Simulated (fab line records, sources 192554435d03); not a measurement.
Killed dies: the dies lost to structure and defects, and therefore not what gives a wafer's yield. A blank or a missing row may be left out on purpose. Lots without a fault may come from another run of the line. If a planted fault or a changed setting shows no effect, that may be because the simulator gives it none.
Chamber matching	flow n5_finfet	N5_BEOL_M2_ILD_DEP_00 on pecvd-02: 3 sister chambers
The step deposits SiOC from DEMS/O2, target thk 79 nm, time 15.3 s. 3 wafers are shown with their chamber, then 8 later ones without.

== EACH WAFER AND ITS CHAMBER ==
wafer	chamber	throttle_valve_pct (%)
L089.4	2	11.9
L089.6	1	12.5
L094.2	0	12.8

== WAFERS WHOSE CHAMBER IS MISSING ==
wafer	throttle_valve_pct (%)
L094.3	12.8
L094.5	12.9
L096.1	12.7
L096.2	11.9
L096.3	12.8
L096.4	12.4
L096.5	12.8
L096.6	11.6

== THE CHAMBER EACH PASSED THROUGH ==
wafer	from the rows above	in truth
L094.3	0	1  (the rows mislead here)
L094.5	0	0
L096.1	can't be placed: 0 or 1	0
L096.2	2	2
L096.3	0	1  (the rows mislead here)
L096.4	1	1
L096.5	0	0
L096.6	2	2
Correctly placed: 5 of 8. These rows do not allow placing 1 (true chamber among the candidates in 1). Placed wrongly: 2.
How it was worked out, from the rows above alone: a wafer's distance from a chamber is the root of the sum, over the readings, of the square of ((its reading less the chamber's mean) divided by the reading's scatter). The wafer belongs to the nearest chamber; if the next one is less than 2 further off, it can't be placed. Each chamber's mean is taken over the wafers shown for it. The scatter (one wafer shown for each chamber): square how far every hidden wafer sits from the nearest shown wafer, average those squares and take the square root.
